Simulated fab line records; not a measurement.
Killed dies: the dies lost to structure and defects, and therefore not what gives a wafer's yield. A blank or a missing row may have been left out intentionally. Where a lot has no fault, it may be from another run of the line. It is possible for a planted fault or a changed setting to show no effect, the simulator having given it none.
Which tool was responsible? / flow n5_finfet / 11 lots with 33 wafers sampled at 4 steps, on a route of 1938 steps

## WHAT THE GAUGES READ, wafer by wafer
N5_BEOL_M6_CD_MEAS_18: pitch 80 nm, target cd 40 nm. Usual: cd_nm at 40.1 nm, with a standard deviation of 0.45.
lot=L857; measured=day 8 04:58; on=cd_sem-01; cd_nm (nm)=39.7 40.5 40.0; flag=
lot=L859; measured=day 9 04:47; on=cd_sem-03; cd_nm (nm)=40.0 39.9 40.7; flag=
lot=L863; measured=day 10 03:10; on=cd_sem-01; cd_nm (nm)=40.3 40.3 40.1; flag=
lot=L865; measured=day 10 04:33; on=cd_sem-01; cd_nm (nm)=40.4 40.6 40.6; flag=
lot=L864; measured=day 10 10:14; on=cd_sem-01; cd_nm (nm)=40.5 39.8 40.4; flag=
lot=L873; measured=day 12 08:19; on=cd_sem-03; cd_nm (nm)=40.4 40.3 39.4; flag=
lot=L874; measured=day 12 21:38; on=cd_sem-01; cd_nm (nm)=40.7 40.6 41.0; flag=
lot=L876; measured=day 13 06:29; on=cd_sem-01; cd_nm (nm)=40.2 40.2 41.1; flag=
lot=L877; measured=day 13 06:23; on=cd_sem-02; cd_nm (nm)=40.0 39.3 39.2; flag=
lot=L878; measured=day 13 14:51; on=cd_sem-01; cd_nm (nm)=39.5 40.2 39.9; flag=
lot=L879; measured=day 13 22:23; on=cd_sem-03; cd_nm (nm)=40.3 40.6 40.0; flag=

## TOOL THAT RAN EACH LOT (tool first, then ch and the chambers of the sampled wafers, then the start)
lot=L857; N5_BEOL_M5_SPUTTER_90=pvd_sputter-02, day 8 00:32; N5_BEOL_M5_DEP_56=pecvd-01 ch 0,1,2, day 8 01:31; N5_BEOL_M6_ETCH_62=rie_diel-05 ch 2,3, day 8 04:34
lot=L859; N5_BEOL_M5_SPUTTER_90=pvd_sputter-02, day 8 23:04; N5_BEOL_M5_DEP_56=pecvd-01 ch 0,2, day 9 00:11; N5_BEOL_M6_ETCH_62=rie_diel-04 ch 0,2,3, day 9 04:05
lot=L863; N5_BEOL_M5_SPUTTER_90=pvd_sputter-03, day 9 23:44; N5_BEOL_M5_DEP_56=pecvd-02 ch 0,1,2, day 10 00:44; N5_BEOL_M6_ETCH_62=rie_diel-01 ch 1,2,3, day 10 02:41
lot=L865; N5_BEOL_M5_SPUTTER_90=pvd_sputter-01, day 10 00:39; N5_BEOL_M5_DEP_56=pecvd-02 ch 0,2, day 10 01:46; N5_BEOL_M6_ETCH_62=rie_diel-04 ch 0,2, day 10 04:11
lot=L864; N5_BEOL_M5_SPUTTER_90=pvd_sputter-03, day 10 06:22; N5_BEOL_M5_DEP_56=pecvd-01 ch 0,1,2, day 10 07:32; N5_BEOL_M6_ETCH_62=rie_diel-04 ch 0,2,3, day 10 09:52
lot=L873; N5_BEOL_M5_SPUTTER_90=pvd_sputter-02, day 12 04:10; N5_BEOL_M5_DEP_56=pecvd-02 ch 0,2, day 12 05:10; N5_BEOL_M6_ETCH_62=rie_diel-05 ch 2,3, day 12 07:56
lot=L874; N5_BEOL_M5_SPUTTER_90=pvd_sputter-03, day 12 16:34; N5_BEOL_M5_DEP_56=pecvd-03 ch 1,2, day 12 18:07; N5_BEOL_M6_ETCH_62=rie_diel-01 ch 0,2, day 12 21:10
lot=L876; N5_BEOL_M5_SPUTTER_90=pvd_sputter-02, day 13 01:53; N5_BEOL_M5_DEP_56=pecvd-01 ch 0,2, day 13 02:53; N5_BEOL_M6_ETCH_62=rie_diel-05 ch 0,2,3, day 13 06:07
lot=L877; N5_BEOL_M5_SPUTTER_90=pvd_sputter-03, day 13 02:14; N5_BEOL_M5_DEP_56=pecvd-03 ch 0,2, day 13 03:13; N5_BEOL_M6_ETCH_62=rie_diel-04 ch 1,2, day 13 06:01
lot=L878; N5_BEOL_M5_SPUTTER_90=pvd_sputter-02, day 13 11:04; N5_BEOL_M5_DEP_56=pecvd-03 ch 0,1, day 13 12:03; N5_BEOL_M6_ETCH_62=rie_diel-04 ch 0,1,3, day 13 13:58
lot=L879; N5_BEOL_M5_SPUTTER_90=pvd_sputter-01, day 13 18:28; N5_BEOL_M5_DEP_56=pecvd-02 ch 0,2, day 13 19:43; N5_BEOL_M6_ETCH_62=rie_diel-04 ch 1,3, day 13 22:01
- N5_BEOL_M5_SPUTTER_90: material Cu, target thk 4.5 nm, time 8.29 s.
- N5_BEOL_M5_DEP_56: deposits SiCN from 3MS/NH3, target thk 8 nm, time 14 s.
- N5_BEOL_M6_ETCH_62: etches SOC in N2/H2, target depth 110 nm, overetch 22 nm, time 165 s.

## AS READ BY THE TOOLS THEMSELVES (means over the sampled wafers that have a number; for cases with no such wafer, the mark the record gives instead)
N5_BEOL_M5_SPUTTER_90. Usual: throttle_valve_pct at 29.7 %, with a standard deviation of 1.3.
lot=L857; tool=pvd_sputter-02; throttle_valve_pct (%)=29.7; flag=
lot=L859; tool=pvd_sputter-02; throttle_valve_pct (%)=30.0; flag=
lot=L863; tool=pvd_sputter-03; throttle_valve_pct (%)=29.8; flag=
lot=L865; tool=pvd_sputter-01; throttle_valve_pct (%)=27.5; flag=
lot=L864; tool=pvd_sputter-03; throttle_valve_pct (%)=30.6; flag=
lot=L873; tool=pvd_sputter-02; throttle_valve_pct (%)=30.1; flag=
lot=L874; tool=pvd_sputter-03; throttle_valve_pct (%)=29.8; flag=
lot=L876; tool=pvd_sputter-02; throttle_valve_pct (%)=30.0; flag=
lot=L877; tool=pvd_sputter-03; throttle_valve_pct (%)=30.5; flag=
lot=L878; tool=pvd_sputter-02; throttle_valve_pct (%)=29.9; flag=
lot=L879; tool=pvd_sputter-01; throttle_valve_pct (%)=30.1; flag=

N5_BEOL_M5_DEP_56. Usual: chamber_pressure_Torr 2.999 Torr, standard deviation 0.0071; rf_fwd_power_W 199.3 W, standard deviation 1.2; showerhead_plenum_p_Torr 3.664 Torr, standard deviation 0.015; throttle_valve_pct 9.0 %, standard deviation 0.52.
lot=L857; tool=pecvd-01; chamber_pressure_Torr (Torr)=2.999; rf_fwd_power_W (W)=199.2; showerhead_plenum_p_Torr (Torr)=3.659; throttle_valve_pct (%)=8.8; flag=
lot=L859; tool=pecvd-01; chamber_pressure_Torr (Torr)=3.010; rf_fwd_power_W (W)=199.4; showerhead_plenum_p_Torr (Torr)=3.661; throttle_valve_pct (%)=9.0; flag=
lot=L863; tool=pecvd-02; chamber_pressure_Torr (Torr)=2.996; rf_fwd_power_W (W)=200.6; showerhead_plenum_p_Torr (Torr)=3.672; throttle_valve_pct (%)=9.5; flag=
lot=L865; tool=pecvd-02; chamber_pressure_Torr (Torr)=2.999; rf_fwd_power_W (W)=200.5; showerhead_plenum_p_Torr (Torr)=3.674; throttle_valve_pct (%)=9.2; flag=
lot=L864; tool=pecvd-01; chamber_pressure_Torr (Torr)=2.993; rf_fwd_power_W (W)=199.1; showerhead_plenum_p_Torr (Torr)=3.655; throttle_valve_pct (%)=8.7; flag=
lot=L873; tool=pecvd-02; chamber_pressure_Torr (Torr)=2.990; rf_fwd_power_W (W)=200.0; showerhead_plenum_p_Torr (Torr)=3.671; throttle_valve_pct (%)=9.2; flag=
lot=L874; tool=pecvd-03; chamber_pressure_Torr (Torr)=2.992; rf_fwd_power_W (W)=198.6; showerhead_plenum_p_Torr (Torr)=3.665; throttle_valve_pct (%)=8.9; flag=
lot=L876; tool=pecvd-01; chamber_pressure_Torr (Torr)=2.999; rf_fwd_power_W (W)=199.5; showerhead_plenum_p_Torr (Torr)=3.652; throttle_valve_pct (%)=8.4; flag=
lot=L877; tool=pecvd-03; chamber_pressure_Torr (Torr)=2.998; rf_fwd_power_W (W)=198.1; showerhead_plenum_p_Torr (Torr)=3.662; throttle_valve_pct (%)=8.9; flag=
lot=L878; tool=pecvd-03; chamber_pressure_Torr (Torr)=3.003; rf_fwd_power_W (W)=199.3; showerhead_plenum_p_Torr (Torr)=3.668; throttle_valve_pct (%)=9.0; flag=
lot=L879; tool=pecvd-02; chamber_pressure_Torr (Torr)=3.003; rf_fwd_power_W (W)=199.6; showerhead_plenum_p_Torr (Torr)=3.675; throttle_valve_pct (%)=9.1; flag=

N5_BEOL_M6_ETCH_62. Usual: bias_w 150.0 W, standard deviation 0.47; drypump_motor_current_A 6.0 A, standard deviation 0.48; oes_product_au 0.67 a.u., standard deviation 0.073; rf_fwd_power_W 837.7 W, standard deviation 2.4; rf_vpp_V 524.5 V, standard deviation 2.6; showerhead_plenum_p_Torr 2.56 Torr, standard deviation 0.085; temp_c 40.01 C, standard deviation 0.11; throttle_valve_pct 17.71 %, standard deviation 0.28.
lot=L857; tool=rie_diel-05; bias_w (W)=150.5; drypump_motor_current_A (A)=5.9; oes_product_au (a.u.)=0.67; rf_fwd_power_W (W)=840.3; rf_vpp_V (V)=525.7; showerhead_plenum_p_Torr (Torr)=2.62; temp_c (C)=40.08; throttle_valve_pct (%)=17.79; flag=
lot=L859; tool=rie_diel-04; bias_w (W)=150.1; drypump_motor_current_A (A)=6.0; oes_product_au (a.u.)=0.67; rf_fwd_power_W (W)=837.5; rf_vpp_V (V)=523.9; showerhead_plenum_p_Torr (Torr)=2.54; temp_c (C)=39.99; throttle_valve_pct (%)=17.53; flag=
lot=L863; tool=rie_diel-01; bias_w (W)=149.7; drypump_motor_current_A (A)=6.1; oes_product_au (a.u.)=0.64; rf_fwd_power_W (W)=836.0; rf_vpp_V (V)=522.7; showerhead_plenum_p_Torr (Torr)=2.49; temp_c (C)=39.95; throttle_valve_pct (%)=17.94; flag=
lot=L865; tool=rie_diel-04; bias_w (W)=161.9; drypump_motor_current_A (A)=6.0; oes_product_au (a.u.)=0.71; rf_fwd_power_W (W)=835.6; rf_vpp_V (V)=548.0; showerhead_plenum_p_Torr (Torr)=2.53; temp_c (C)=40.04; throttle_valve_pct (%)=17.46; flag=OFF
lot=L864; tool=rie_diel-04; bias_w (W)=161.4; drypump_motor_current_A (A)=6.0; oes_product_au (a.u.)=0.65; rf_fwd_power_W (W)=835.7; rf_vpp_V (V)=547.9; showerhead_plenum_p_Torr (Torr)=2.54; temp_c (C)=40.04; throttle_valve_pct (%)=17.54; flag=OFF
lot=L873; tool=rie_diel-05; bias_w (W)=149.9; drypump_motor_current_A (A)=6.2; oes_product_au (a.u.)=0.63; rf_fwd_power_W (W)=837.4; rf_vpp_V (V)=524.7; showerhead_plenum_p_Torr (Torr)=2.57; temp_c (C)=39.97; throttle_valve_pct (%)=17.83; flag=
lot=L874; tool=rie_diel-01; bias_w (W)=149.7; drypump_motor_current_A (A)=5.8; oes_product_au (a.u.)=0.67; rf_fwd_power_W (W)=839.6; rf_vpp_V (V)=523.4; showerhead_plenum_p_Torr (Torr)=2.55; temp_c (C)=39.91; throttle_valve_pct (%)=18.01; flag=
lot=L876; tool=rie_diel-05; bias_w (W)=149.6; drypump_motor_current_A (A)=5.9; oes_product_au (a.u.)=0.64; rf_fwd_power_W (W)=837.3; rf_vpp_V (V)=523.8; showerhead_plenum_p_Torr (Torr)=2.54; temp_c (C)=39.93; throttle_valve_pct (%)=17.76; flag=
lot=L877; tool=rie_diel-04; bias_w (W)=150.2; drypump_motor_current_A (A)=5.7; oes_product_au (a.u.)=0.69; rf_fwd_power_W (W)=837.1; rf_vpp_V (V)=524.5; showerhead_plenum_p_Torr (Torr)=2.57; temp_c (C)=39.93; throttle_valve_pct (%)=17.64; flag=
lot=L878; tool=rie_diel-04; bias_w (W)=149.9; drypump_motor_current_A (A)=6.0; oes_product_au (a.u.)=0.66; rf_fwd_power_W (W)=838.1; rf_vpp_V (V)=526.3; showerhead_plenum_p_Torr (Torr)=2.62; temp_c (C)=39.97; throttle_valve_pct (%)=17.71; flag=
lot=L879; tool=rie_diel-04; bias_w (W)=150.3; drypump_motor_current_A (A)=5.6; oes_product_au (a.u.)=0.60; rf_fwd_power_W (W)=836.6; rf_vpp_V (V)=525.5; showerhead_plenum_p_Torr (Torr)=2.58; temp_c (C)=39.94; throttle_valve_pct (%)=17.84; flag=

## THE ANSWER, worked out from the rows above alone
Rule: a lot counts as off when the mean over its wafers that have a number is more than 3 standard deviations away from the usual mean. Also off: a lot with no number at a reading for which 4 or more lots have one. The other lots that the step has rows for count as sound. After the gauges, taken in route order, come the tools' own readings; for these a lot's mean is taken, as printed above. At the first step where some lot is off, the reading lying furthest off is the one used; lots without a number count as furthest.
Off: L865, L864 (N5_BEOL_M6_ETCH_62, bias_w).
A tool fits if, at that step or a process step before it, it ran every lot that is off, and no sound lot after the first of them. Of those tried, none fits.

## WHAT THE SIMULATOR HAD INSERTED
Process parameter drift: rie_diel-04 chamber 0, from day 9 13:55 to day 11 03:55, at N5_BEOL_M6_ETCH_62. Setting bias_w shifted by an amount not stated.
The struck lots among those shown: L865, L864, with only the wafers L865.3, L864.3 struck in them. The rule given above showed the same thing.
